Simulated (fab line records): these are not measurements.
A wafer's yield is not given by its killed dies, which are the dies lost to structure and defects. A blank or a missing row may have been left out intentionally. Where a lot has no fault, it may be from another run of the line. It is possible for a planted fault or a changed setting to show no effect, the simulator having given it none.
Split-lot trial ; flow n5-finfet ; 7 lots, 39 wafers read, on a route of 1938 steps

ON THE SPLIT
At N5_MOL_CONTACT_COAG_ETCHBACK_136 (etches SiO2 in CHF3, target depth 25 nm, time 16.7 s), the setting target-depth-a was moved away from the recipe's 250 angstrom on 12 of the 39 wafers read, by -9.1% to +10.6%. All remaining wafers had this setting at the recipe value.

SPLIT TO READING: what lies between them in the file, 1 step
- N5_MOL_CONTACT_COAG_STRIP_120: strips in CHF3

THE READING
MOL_CONTACT_COAG.feature-depth-nm (the simulator's own value, which no gauge read), in nm, at N5_MOL_CONTACT_COAG_VIA_ETCH_117 (etches SiO2 in C4F6/O2, target depth 40 nm, overetch 8 nm, time 26 s). The file does not state a usual value for it. The 27 wafers here that ran the recipe average 40.3 nm, standard deviation 0.56 nm.

wafer;tool, chamber at the split;target-depth-a as run, angstrom;against the recipe;MOL_CONTACT_COAG.feature-depth-nm, nm;against lot-mates on the recipe
L074.1;rie-diel-01, 2,3,3,2,2,3;250;recipe;39.8;-
L074.2;rie-diel-01, 2,3,3,2,2,3;250;recipe;39.4;-
L074.3;rie-diel-01, 2,3,3,2,2,3;250;recipe;39.4;-
L074.4;rie-diel-01, 2,3,3,2,2,3;250;recipe;40.2;-
L074.5;rie-diel-01, 2,3,3,2,2,3;250;recipe;40;-
L074.6;rie-diel-01, 2,3,3,2,2,3;250;recipe;39.2;-
L078.1;rie-diel-04, 0,3,1;250;recipe;40.6;-
L078.2;rie-diel-04, 0,3,1;250;recipe;40.6;-
L078.3;rie-diel-04, 0,3,1;250;recipe;41.4;-
L078.4;rie-diel-04, 0,1,3;227.4;-9.0%;42.8;+1.9
L078.5;rie-diel-04, 0,1,3;227.4;-9.0%;43.4;+2.5
L078.6;rie-diel-04, 0,1,3;227.4;-9.0%;42.8;+1.9
L080.2;rie-diel-03, 1,2,1;250;recipe;40.4;-
L080.5;rie-diel-03, 1,2,1;250;recipe;40.4;-
L080.6;rie-diel-03, 1,2,1;250;recipe;40.6;-
L086.1;rie-diel-01, 3,2,1,0,0,1;250;recipe;39.4;-
L086.2;rie-diel-01, 3,2,1,0,0,1;250;recipe;40.2;-
L086.3;rie-diel-01, 3,2,1,0,0,1;250;recipe;39.4;-
L086.4;rie-diel-01, 3,2,1,0,0,1;250;recipe;40.8;-
L086.5;rie-diel-01, 3,2,1,0,0,1;250;recipe;40.8;-
L086.6;rie-diel-01, 3,2,1,0,0,1;250;recipe;39.8;-
L087.1;rie-diel-03, 0,3,3;250;recipe;40.8;-
L087.2;rie-diel-03, 0,3,3;250;recipe;40.6;-
L087.3;rie-diel-03, 2,2,0;237.1;-5.2%;41.2;+0.6
L087.4;rie-diel-03, 2,2,0;237.1;-5.2%;41.6;+1.0
L087.5;rie-diel-03, 0,3,3;250;recipe;40.4;-
L087.6;rie-diel-03, 2,2,0;237.1;-5.2%;41.8;+1.2
L088.1;rie-diel-01, 0,3,0;250;recipe;41;-
L088.2;rie-diel-01, 2,1,3;227.2;-9.1%;42.6;+2.0
L088.3;rie-diel-01, 2,1,3;227.2;-9.1%;42.2;+1.6
L088.4;rie-diel-01, 0,3,0;250;recipe;39.8;-
L088.5;rie-diel-01, 2,1,3;227.2;-9.1%;41.8;+1.2
L088.6;rie-diel-01, 0,3,0;250;recipe;41;-
L093.1;rie-diel-04, 0,0,2;276.6;+10.6%;38.2;-2.1
L093.2;rie-diel-04, 2,1,1;250;recipe;40.4;-
L093.3;rie-diel-04, 2,1,1;250;recipe;40.2;-
L093.4;rie-diel-04, 2,1,1;250;recipe;40.2;-
L093.5;rie-diel-04, 0,0,2;276.6;+10.6%;37.8;-2.5
L093.6;rie-diel-04, 0,0,2;276.6;+10.6%;38;-2.3
The file does not say which wafer passed through which chamber wherever a row lists several chambers: such a row stands for several wafers.

FIT RESULTS
A straight line over all 39 wafers: MOL_CONTACT_COAG.feature-depth-nm changes by -0.238 nm for each +1% of target-depth-a; r = -0.91; the points scatter about the line by 0.54 nm.
The same after taking each lot's own level away (the mean of its wafers on the recipe; 39 wafers): -0.207 nm for each +1%; r = -0.93; scatter 0.39 nm.
That fit puts the effect of the largest move of target-depth-a on the reading at 2.2 nm.
Measured against the standard deviation above, the lots' own levels, which go from 39.67 to 40.87 nm, span 2.1 times it.
Thus the slope moves with the lot-to-lot level: the two fits are different.
Check: with one of the wafers moved furthest among these (+10.6%) left out of the fit, the line predicts -2.25 nm for it against its lot-mates. Against them it came out at -2.07 nm.

THE OTHER SPLITS THESE WAFERS WENT THROUGH
Before the reading, these wafers also passed through other splits. Each is held against what the fit with the lots' levels taken away leaves over:
other split on the same wafers;wafers away from the commonest value;r with MOL_CONTACT_COAG.feature-depth-nm (lot level and that fit taken away)
N5_WELL_APT_EPI_41 time-s;12;+0.19
N5_DUMMY_GATE_ETCH_31 target-depth-a;12;-0.09

THE WHOLE CHAIN: every reading that the file lists as answering this split, in the file's order
step;what it does;reading;change (the file's fit);r (the file's)
N5_MOL_CONTACT_COAG_VIA_ETCH_117;etches SiO2 in C4F6/O2, target depth 40 nm, overetch 8 nm, time 26 s;etch.depth-nm (the simulator's own value, which no gauge read);-0.21 nm for each +1% of the setting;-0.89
N5_MOL_CONTACT_COAG_VIA_ETCH_117;etches SiO2 in C4F6/O2, target depth 40 nm, overetch 8 nm, time 26 s;MOL_CONTACT_COAG.feature-depth-nm (the simulator's own value, which no gauge read);-0.206 nm for each +1% of the setting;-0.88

THE FILE'S OWN FIT
MOL_CONTACT_COAG.feature-depth-nm changes by -0.206 nm for each +1% of target-depth-a, r = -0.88.
